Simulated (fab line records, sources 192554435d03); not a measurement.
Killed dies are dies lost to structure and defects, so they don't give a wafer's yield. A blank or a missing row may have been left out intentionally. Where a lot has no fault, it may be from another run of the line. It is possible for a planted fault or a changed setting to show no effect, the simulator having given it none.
Chamber matching + flow n5Finfet + N5_HKMG_FIN_PWFM_ALD_03 on aldMetal-02 has 4 sister chambers
The step deposits TiN, target thk 2 nm, pulse time 1 s, purge time 3 s. 8 wafers are shown with their chamber, then 9 later ones without.

WAFERS PAIRED WITH THEIR CHAMBERS
| wafer  | chamber | heaterPowerW (W) | precursorPulseHeightRel |
|--------|---------|------------------|-------------------------|
| L083.3 | 0       | 840              | 0.989                   |
| L087.3 | 3       | 889              | 0.974                   |
| L089.1 | 2       | 964              | 0.987                   |
| L089.3 | 1       | 779              | 0.996                   |
| L089.4 | 2       | 955              | 1.021                   |
| L090.2 | 3       | 877              | 0.983                   |
| L090.3 | 1       | 765              | 0.966                   |
| L090.5 | 0       | 830              | 0.980                   |

WAFERS MISSING THEIR CHAMBER
| wafer  | heaterPowerW (W) | precursorPulseHeightRel |
|--------|------------------|-------------------------|
| L093.1 | 855              | 0.931                   |
| L093.4 | 944              | 1.002                   |
| L093.6 | 882              | 0.989                   |
| L095.3 | 773              | 1.001                   |
| L095.5 | 967              | 0.979                   |
| L095.6 | 883              | 1.041                   |
| L097.2 | 886              | 1.007                   |
| L097.4 | 944              | 0.998                   |
| L097.5 | 846              | 0.991                   |

THE CHAMBER EACH PASSED THROUGH
| wafer  | from the rows above     | in truth |
|--------|-------------------------|----------|
| L093.1 | can't be placed: 0 or 3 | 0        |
| L093.4 | 2                       | 2        |
| L093.6 | 3                       | 3        |
| L095.3 | 1                       | 1        |
| L095.5 | 2                       | 2        |
| L095.6 | 3                       | 3        |
| L097.2 | 3                       | 3        |
| L097.4 | 2                       | 2        |
| L097.5 | 0                       | 0        |
Correct placement for 8 of the 9. Cannot be placed on the basis of these rows: 1; the candidates contain the true chamber in 1. Number placed wrongly: 0.
How it was worked out, from the rows above alone: a wafer's distance from a chamber is the root of the sum, over the readings, of the square of ((its reading less the chamber's mean) divided by the reading's scatter). If the next closest chamber is less than 2 further off than the closest, the wafer can't be placed; otherwise it belongs to the closest. Each chamber's mean is taken over the wafers shown for it. The scatter is the square root of a quotient: the sum, over the shown wafers, of each reading's squared deviation from its chamber's mean, divided by wafers minus chambers.
